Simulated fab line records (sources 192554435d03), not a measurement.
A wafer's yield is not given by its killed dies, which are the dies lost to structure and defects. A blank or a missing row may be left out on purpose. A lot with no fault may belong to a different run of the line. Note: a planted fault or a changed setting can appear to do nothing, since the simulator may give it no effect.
Which tool was responsible?	flow n5 finfet	Sampling: 15 lots, 44 wafers, 8 of 1938 route steps

WHAT EACH GAUGE READ, for each wafer
N5_BEOL_M2_THK_MEAS_53: measures by xrf. Usual: M2_THK typically reads 39.9 nm, with standard deviation 1.7.
lot	measured	on	M2_THK (nm)	flag
L720	day 8 07:06	film metro-02	39.2 42.5 38.5	
L718	day 8 07:17	film metro-02	39.1 39.9 41.2	
L719	day 8 10:34	film metro-02	38.9 39.0 37.9	
L722	day 8 11:19	film metro-02	39.1 39.9 39.9	
L721	day 8 12:43	film metro-02	38.8 41.9 37.0	
L723	day 8 13:47	film metro-02	38.0 41.3 41.9	
L724	day 8 23:44	film metro-02	40.3 38.2 39.3	
L726	day 9 16:12	film metro-02	38.6 40.9 39.5	
L728	day 10 09:49	film metro-01	41.6 41.4 41.1	
L729	day 11 01:52	film metro-02	39.8 41.3 39.2	
L731	day 11 02:05	film metro-01	38.7 38.7 38.2	
L732	day 11 03:55	film metro-02	38.6 38.3 41.5	
L734	day 11 05:49	film metro-02	39.7 39.4 38.5	
L738	day 12 08:13	film metro-02	40.0 39.4	
L739	day 13 08:57	film metro-02	39.4 40.9 43.6	

N5_BEOL_M3_CD_MEAS_18: pitch 36 nm, target cd 18 nm. Usual: 17.9 nm for cd nm, sd 0.37.
lot	measured	on	cd nm (nm)	flag
L720	day 8 08:55	cd sem-01	17.9 18.2 18.3	
L718	day 8 09:12	cd sem-01	18.0 17.8 18.0	
L719	day 8 14:10	cd sem-03	18.0 18.7 18.0	
L722	day 8 14:26	cd sem-02	17.4 17.4 17.4	
L721	day 8 14:34	cd sem-03	17.2 17.6 17.5	
L723	day 8 15:22	cd sem-01	17.4 18.0 18.2	
L724	day 9 02:59	cd sem-02	18.0 17.8 17.9	
L726	day 9 20:15	cd sem-02	17.8 17.3 17.3	
L728	day 10 12:45	cd sem-01	18.7 18.4 18.4	
L729	day 11 03:34	cd sem-03	17.4 17.8 17.6	
L731	day 11 04:08	cd sem-02	- - -	OFF
L732	day 11 06:36	cd sem-02	- - -	OFF
L734	day 11 07:53	cd sem-03	- - -	OFF
L738	day 12 10:11	cd sem-02	17.9 18.0	
L739	day 13 10:28	cd sem-01	18.3 17.5 18.7	

N5_BEOL_M4_RC_MEAS_101. Usual: DIBL_N 36.6 mV/V, standard deviation 2.1; DIBL_P 36.5 mV/V, standard deviation 2.7; IOFF_N 0.17 nA/um, standard deviation 0.043; IOFF_P 0.22 nA/um, standard deviation 0.045; ION_N 674 uA/um, standard deviation 17; ION_P 461 uA/um, standard deviation 9.9; SS_N 71.7 mV/dec, standard deviation 0.79; SS_P 73.4 mV/dec, standard deviation 0.79; VT_N 249 mV, standard deviation 4; VT_P -250 mV, standard deviation 3.3.
lot	measured	on	DIBL_N (mV/V)	DIBL_P (mV/V)	IOFF_N (nA/um)	IOFF_P (nA/um)	ION_N (uA/um)	ION_P (uA/um)	SS_N (mV/dec)	SS_P (mV/dec)	VT_N (mV)	VT_P (mV)	flag
L720	day 9 02:46	prober-01	39.7 36.1 35.1	39.8 32.2 33.3	0.19 0.13 0.12	0.27 0.15 0.17	657 644 645	452 439 449	71.8 70.9 70.6	75.0 72.2 72.6	249 254 254	-248 -255 -255	
L718	day 9 02:56	prober-02	40.5 37.7 38.3	39.4 35.1 37.4	0.23 0.17 0.20	0.26 0.19 0.23	695 676 693	463 454 464	73.2 72.8 72.4	74.4 73.9 73.9	247 250 248	-250 -254 -248	
L719	day 9 08:06	prober-02	34.9 35.6 36.0	34.8 34.2 34.3	0.16 0.17 0.17	0.26 0.25 0.25	695 653 679	487 460 465	71.3 71.6 71.9	72.6 73.1 73.2	249 250 248	-244 -245 -246	
L722	day 9 16:56	prober-02	39.1 41.6 41.1	38.8 42.6 42.1	0.20 0.28 0.23	0.23 0.30 0.28	668 695 702	454 467 472	72.6 72.6 72.1	73.9 74.9 74.9	249 243 247	-251 -248 -249	
L721	day 9 23:44	prober-02	39.5 39.0 37.1	41.3 40.2 36.6	0.25 0.25 0.20	0.30 0.30 0.23	692 689 687	469 468 465	73.0 72.0 72.0	74.9 74.1 73.9	244 242 248	-246 -245 -246	
L723	day 9 17:14	prober-01	35.3 32.8 32.1	37.4 33.5 33.0	0.13 0.10 0.10	0.21 0.16 0.15	659 664 662	456 462 459	71.8 70.7 71.0	73.9 72.6 72.1	252 256 257	-251 -254 -254	
L724	day 10 02:48	prober-01	35.0 36.8 34.8	36.0 37.5 35.0	0.16 0.17 0.15	0.23 0.24 0.20	689 670 680	474 458 468	71.0 71.2 70.5	73.7 73.5 72.8	247 249 250	-247 -247 -251	
L726	day 10 22:29	prober-01	34.5 34.3 35.6	33.8 34.0 36.4	0.13 0.12 0.15	0.18 0.19 0.24	659 660 678	460 457 473	70.8 70.2 71.4	72.9 73.5 73.6	251 255 251	-249 -249 -247	
L728	day 11 10:14	prober-01	34.9 35.6 36.1	33.3 34.0 35.9	0.14 0.16 0.15	0.17 0.19 0.21	683 686 680	465 470 467	71.6 71.4 71.4	72.3 72.0 73.3	252 248 251	-248 -248 -246	
L729	day 12 05:52	prober-02	35.7 36.4 35.5	36.7 37.6 36.8	0.15 0.16 0.14	0.22 0.24 0.22	667 666 673	466 466 465	71.7 71.9 70.7	73.9 73.5 73.5	253 252 252	-248 -247 -249	
L738	day 15 04:58	prober-02	34.8 33.9	32.7 32.3	0.12 0.10	0.14 0.14	672 645	456 446	70.9 70.4	72.0 72.4	254 257	-254 -256	
L739	day 14 08:18	prober-02	38.0 37.7 35.5	35.3 35.8 33.8	0.19 0.16 0.14	0.20 0.20 0.17	693 654 680	467 445 472	72.9 71.8 71.3	73.4 73.4 73.6	246 251 251	-252 -252 -252	

TOOL THAT RAN EACH LOT (tool first, then ch and the chambers of the sampled wafers, then the start)
lot	N5_BEOL_M2_SPUTTER_92	N5_BEOL_M3_ILD_DEP_00	N5_BEOL_M3_ETCH_63	N5_BEOL_M3_ETCH_64	N5_BEOL_M3_HM_OPEN_17
L720	pvd sputter-01, day 8 05:51	pecvd-01 ch 0,1,2, day 8 07:25	rie diel-02 ch 1,2,3, day 8 08:32	rie diel-02 ch 1,2,3, day 8 08:34	rie metal-02 ch 0,1, day 8 08:44
L718	pvd sputter-02, day 8 05:58	pecvd-01 ch 0,2, day 8 07:36	rie diel-02 ch 0,2,3, day 8 08:49	rie diel-02 ch 0,2,3, day 8 08:51	rie metal-02 ch 0,1, day 8 09:01
L719	pvd sputter-03, day 8 09:21	pecvd-04 ch 0,2, day 8 10:55	rie diel-02 ch 1,2,3, day 8 13:47	rie diel-02 ch 1,2,3, day 8 13:49	rie metal-03 ch 0,1, day 8 13:59
L722	pvd sputter-01, day 8 10:04	pecvd-01 ch 1,2, day 8 11:38	rie diel-05 ch 1,3, day 8 13:58	rie diel-05 ch 1,3, day 8 13:59	rie metal-01 ch 0, day 8 14:10
L721	pvd sputter-03, day 8 11:11	pecvd-02 ch 0,1,2, day 8 13:02	rie diel-05 ch 0,3, day 8 14:11	rie diel-05 ch 0,3, day 8 14:13	rie metal-02 ch 0,1, day 8 14:25
L723	pvd sputter-02, day 8 12:32	pecvd-04 ch 0,1,2, day 8 14:07	rie diel-02 ch 0,1,2, day 8 14:59	rie diel-02 ch 0,1,2, day 8 15:01	rie metal-03 ch 0,1, day 8 15:11
L724	pvd sputter-02, day 8 22:22	pecvd-01 ch 1,2, day 9 00:03	rie diel-05 ch 1,2, day 9 02:36	rie diel-05 ch 1,2, day 9 02:38	rie metal-02 ch 0,1, day 9 02:48
L726	pvd sputter-01, day 9 14:58	pecvd-04 ch 1,2, day 9 16:33	rie diel-02 ch 0,1, day 9 19:49	rie diel-02 ch 0,1, day 9 19:50	rie metal-03 ch 0,1, day 9 20:01
L728	pvd sputter-02, day 10 08:35	pecvd-04 ch 0,2, day 10 10:11	rie diel-02 ch 0,1,3, day 10 12:22	rie diel-02 ch 0,1,3, day 10 12:24	rie metal-03 ch 0,1, day 10 12:36
L729	pvd sputter-02, day 11 00:38	pecvd-01 ch 0,1,2, day 11 02:11	rie diel-04 ch 0,2,3, day 11 03:08	rie diel-04 ch 0,2,3, day 11 03:10	rie metal-02 ch 0,1, day 11 03:20
L731	pvd sputter-01, day 11 00:41	pecvd-04 ch 0,2, day 11 02:28	rie diel-02 ch 0,1,2, day 11 03:35	rie diel-02 ch 0,1,2, day 11 03:37	rie metal-03 ch 0,1, day 11 03:49
L732	pvd sputter-02, day 11 02:42	pecvd-02 ch 0,1, day 11 04:17	rie diel-05 ch 1,2, day 11 06:13	rie diel-05 ch 1,2, day 11 06:15	rie metal-02 ch 0,1, day 11 06:25
L734	pvd sputter-01, day 11 04:35	pecvd-02 ch 0,1,2, day 11 06:09	rie diel-05 ch 0,2, day 11 07:31	rie diel-05 ch 0,2, day 11 07:32	rie metal-03 ch 0,1, day 11 07:42
L738	pvd sputter-02, day 12 06:59	pecvd-02 ch 1,2, day 12 08:37	rie diel-04 ch 1,3, day 12 09:49	rie diel-04 ch 1,3, day 12 09:53	rie metal-03 ch 1, day 12 10:02
L739	pvd sputter-01, day 13 07:43	pecvd-02 ch 0,1,2, day 13 09:20	rie diel-02 ch 0,1,2, day 13 10:04	rie diel-02 ch 0,1,2, day 13 10:06	rie metal-03 ch 0,1, day 13 10:16
- N5_BEOL_M2_SPUTTER_92: material Cu, target thk 4.5 nm, time 8.29 s.
- N5_BEOL_M3_ILD_DEP_00: deposits SiOC from DEMS/O2, target thk 79 nm, time 15.3 s.
- N5_BEOL_M3_ETCH_63: etches SiARC in CF4, target depth 15.6 nm, time 26 s.
- N5_BEOL_M3_ETCH_64: etches SOC in N2/H2, target depth 75 nm, overetch 15 nm, time 112.5 s.
- N5_BEOL_M3_HM_OPEN_17: chemistry Cl2/BCl3, target TiN, target depth 20 nm, overetch 6 nm.

AS READ BY THE TOOLS THEMSELVES (means over the sampled wafers that have a number; for cases with no such wafer, the mark the record gives instead)
N5_BEOL_M2_SPUTTER_92. Usual: susceptor temp C -19.98 C, standard deviation 0.11; throttle valve pct 30.1 %, standard deviation 0.89.
lot	tool	susceptor temp C (C)	throttle valve pct (%)	flag
L720	pvd sputter-01	-19.98	29.7	
L718	pvd sputter-02	-19.89	29.9	
L719	pvd sputter-03	-19.98	30.8	
L722	pvd sputter-01	-20.12	30.0	
L721	pvd sputter-03	-19.98	31.2	
L723	pvd sputter-02	-20.02	30.5	
L724	pvd sputter-02	-19.95	29.9	
L726	pvd sputter-01	-19.86	29.4	
L728	pvd sputter-02	-19.94	30.0	
L729	pvd sputter-02	-20.05	30.1	
L731	pvd sputter-01	-19.78	29.6	
L732	pvd sputter-02	-19.98	29.7	
L734	pvd sputter-01	-19.89	29.5	
L738	pvd sputter-02	-20.06	29.9	
L739	pvd sputter-01	-20.03	29.8	

N5_BEOL_M3_ILD_DEP_00. Usual: heater power w 481 W, standard deviation 56; showerhead plenum p Torr 5.702 Torr, standard deviation 0.016; susceptor temp C 350.01 C, standard deviation 0.21; throttle valve pct 11.8 %, standard deviation 0.61.
lot	tool	heater power w (W)	showerhead plenum p Torr (Torr)	susceptor temp C (C)	throttle valve pct (%)	flag
L720	pecvd-01	495	5.693	350.14	11.8	
L718	pecvd-01	473	5.683	350.03	11.9	
L719	pecvd-04	486	5.705	350.07	12.1	
L722	pecvd-01	606	5.689	349.95	11.5	
L721	pecvd-02	474	5.701	349.98	11.4	
L723	pecvd-04	479	5.713	350.04	12.5	
L724	pecvd-01	508	5.706	350.01	11.7	
L726	pecvd-04	453	5.698	350.35	12.4	
L728	pecvd-04	441	5.718	349.93	12.1	
L729	pecvd-01	509	5.690	350.19	11.5	
L731	pecvd-04	507	5.696	350.03	12.2	
L732	pecvd-02	426	5.688	349.69	11.7	
L734	pecvd-02	451	5.696	350.01	11.5	
L738	pecvd-02	482	5.698	350.06	11.4	
L739	pecvd-02	447	5.697	350.07	11.6	

N5_BEOL_M3_ETCH_63. Usual: bias w 36.01 W, standard deviation 0.1; cf4 flow sccm 100.0 sccm, standard deviation 0.3; drypump motor current A 5.6 A, standard deviation 0.43; etch rf on time s 26.3 s, standard deviation 0.82; oes product au 0.68 a.u., standard deviation 0.091; rf vpp V 184.3 V, standard deviation 1.1; showerhead plenum p Torr 2.16 Torr, standard deviation 0.067; throttle valve pct 15.6 %, standard deviation 0.32.
lot	tool	bias w (W)	cf4 flow sccm (sccm)	drypump motor current A (A)	etch rf on time s (s)	oes product au (a.u.)	rf vpp V (V)	showerhead plenum p Torr (Torr)	throttle valve pct (%)	flag
L720	rie diel-02	36.02	100.1	5.6	26.1	0.66	185.0	2.20	15.8	
L718	rie diel-02	36.09	100.1	5.7	26.5	0.66	184.2	2.18	15.8	
L719	rie diel-02	36.12	100.0	5.6	25.9	0.65	184.2	2.20	15.8	
L722	rie diel-05	36.03	100.2	5.4	26.7	0.58	183.9	2.10	15.7	
L721	rie diel-05	36.15	99.8	6.1	26.2	0.60	184.3	2.17	15.9	
L723	rie diel-02	35.98	100.2	5.8	26.6	0.61	184.6	2.16	15.9	
L724	rie diel-05	35.91	99.5	5.7	26.5	0.72	183.3	2.09	15.4	
L726	rie diel-02	35.99	100.3	5.9	26.9	0.61	183.9	2.19	15.9	
L728	rie diel-02	36.00	100.0	5.8	26.7	0.65	184.2	2.20	15.7	
L729	rie diel-04	36.02	100.2	5.1	26.1	0.72	184.2	2.19	15.3	
L731	rie diel-02	-	-	-	-	-	-	-	-	OFF
L732	rie diel-05	-	-	-	-	-	-	-	-	OFF
L734	rie diel-05	-	-	-	-	-	-	-	-	OFF
L738	rie diel-04	35.92	99.8	5.6	26.2	0.78	185.0	2.24	15.3	
L739	rie diel-02	36.05	100.0	5.9	26.2	0.66	184.1	2.15	15.8	

N5_BEOL_M3_ETCH_64. Usual: bias w 150.0 W (standard deviation 0.4); chamber pressure mTorr 30.000 mTorr (standard deviation 0.027); drypump motor current A 5.6 A (standard deviation 0.43); oes product au 0.63 a.u. (standard deviation 0.078); rf vpp V 524.7 V (standard deviation 2.5); showerhead plenum p Torr 2.58 Torr (standard deviation 0.084); throttle valve pct 17.9 % (standard deviation 0.34).
lot	tool	bias w (W)	chamber pressure mTorr (mTorr)	drypump motor current A (A)	oes product au (a.u.)	rf vpp V (V)	showerhead plenum p Torr (Torr)	throttle valve pct (%)	flag
L720	rie diel-02	149.7	30.005	5.7	0.62	525.3	2.63	18.1	
L718	rie diel-02	150.2	30.005	5.7	0.62	525.8	2.58	18.0	
L719	rie diel-02	150.2	30.006	5.7	0.61	525.8	2.63	18.0	
L722	rie diel-05	149.8	29.992	5.5	0.55	522.8	2.53	18.1	
L721	rie diel-05	150.0	29.987	6.1	0.56	524.5	2.59	18.2	
L723	rie diel-02	150.2	29.996	5.8	0.57	524.4	2.56	18.2	
L724	rie diel-05	150.5	30.030	5.7	0.67	522.5	2.51	17.7	
L726	rie diel-02	150.2	30.001	5.9	0.58	525.1	2.61	18.2	
L728	rie diel-02	149.9	29.973	5.7	0.61	526.2	2.63	18.0	
L729	rie diel-04	150.0	29.998	5.1	0.68	526.5	2.61	17.4	
L731	rie diel-02	150.1	29.997	5.9	0.30	523.9	2.56	18.0	OFF
L732	rie diel-05	150.0	30.020	5.7	0.31	521.8	2.50	17.7	OFF
L734	rie diel-05	149.9	29.978	6.2	0.29	525.0	2.57	17.9	OFF
L738	rie diel-04	150.1	30.009	5.6	0.73	528.1	2.65	17.6	
L739	rie diel-02	150.0	29.991	5.9	0.62	524.5	2.55	18.1	

N5_BEOL_M3_HM_OPEN_17. Usual: bias w 126.1 W, standard deviation 0.33; drypump motor current A 5.65 A, standard deviation 0.27; he backside leak sccm 3.56 sccm, standard deviation 0.22; oes product au 0.69 a.u., standard deviation 0.074; throttle valve pct 21.98 %, standard deviation 0.16.
lot	tool	bias w (W)	drypump motor current A (A)	he backside leak sccm (sccm)	oes product au (a.u.)	throttle valve pct (%)	flag
L720	rie metal-02	125.9	5.92	3.38	0.73	21.94	
L718	rie metal-02	126.0	5.91	3.34	0.73	21.95	
L719	rie metal-03	126.0	5.66	3.52	0.73	21.92	
L722	rie metal-01	125.9	5.03	3.72	0.50	22.44	
L721	rie metal-02	125.7	5.71	3.45	0.73	21.88	
L723	rie metal-03	126.2	5.65	3.69	0.70	21.95	
L724	rie metal-02	126.1	5.69	3.48	0.71	21.90	
L726	rie metal-03	126.5	5.65	3.53	0.72	21.93	
L728	rie metal-03	126.4	5.65	3.48	0.72	21.92	
L729	rie metal-02	126.1	5.71	4.06	0.71	21.90	
L731	rie metal-03	125.7	5.64	3.48	0.32	22.58	OFF
L732	rie metal-02	125.6	5.90	3.46	0.32	22.59	OFF
L734	rie metal-03	125.6	5.66	3.78	0.30	22.62	OFF
L738	rie metal-03	125.9	5.66	3.65	0.65	22.01	
L739	rie metal-03	126.1	5.65	3.66	0.70	21.95	

THE ANSWER, worked out from the rows above alone
Rule: a lot counts as off when the mean over its wafers that have a number is more than 3 standard deviations away from the usual mean. A lot without any number at a reading at which 4 lots or more have one is off too. The other lots that the step has rows for count as sound. Order of review: gauges by route order, followed by the tools' own readings, for which a lot's mean as printed above is used. At the first step where some lot is off, the reading lying furthest off is the one used; lots without a number count as furthest.
Off, at N5_BEOL_M3_CD_MEAS_18 on cd nm: L731, L732, L734. Without a number there: L731, L732, L734.
A tool fits if, at a process step before that reading, it ran every lot that is off, and no sound lot after the first of them. The gauges at N5_BEOL_M3_CD_MEAS_18 aren't tried: what is off there is off at N5_BEOL_M3_ETCH_63 too, on other tools, and a gauge's error can't cause that. Of those tried, none fits.

WHAT WAS PUT IN BY THE SIMULATOR
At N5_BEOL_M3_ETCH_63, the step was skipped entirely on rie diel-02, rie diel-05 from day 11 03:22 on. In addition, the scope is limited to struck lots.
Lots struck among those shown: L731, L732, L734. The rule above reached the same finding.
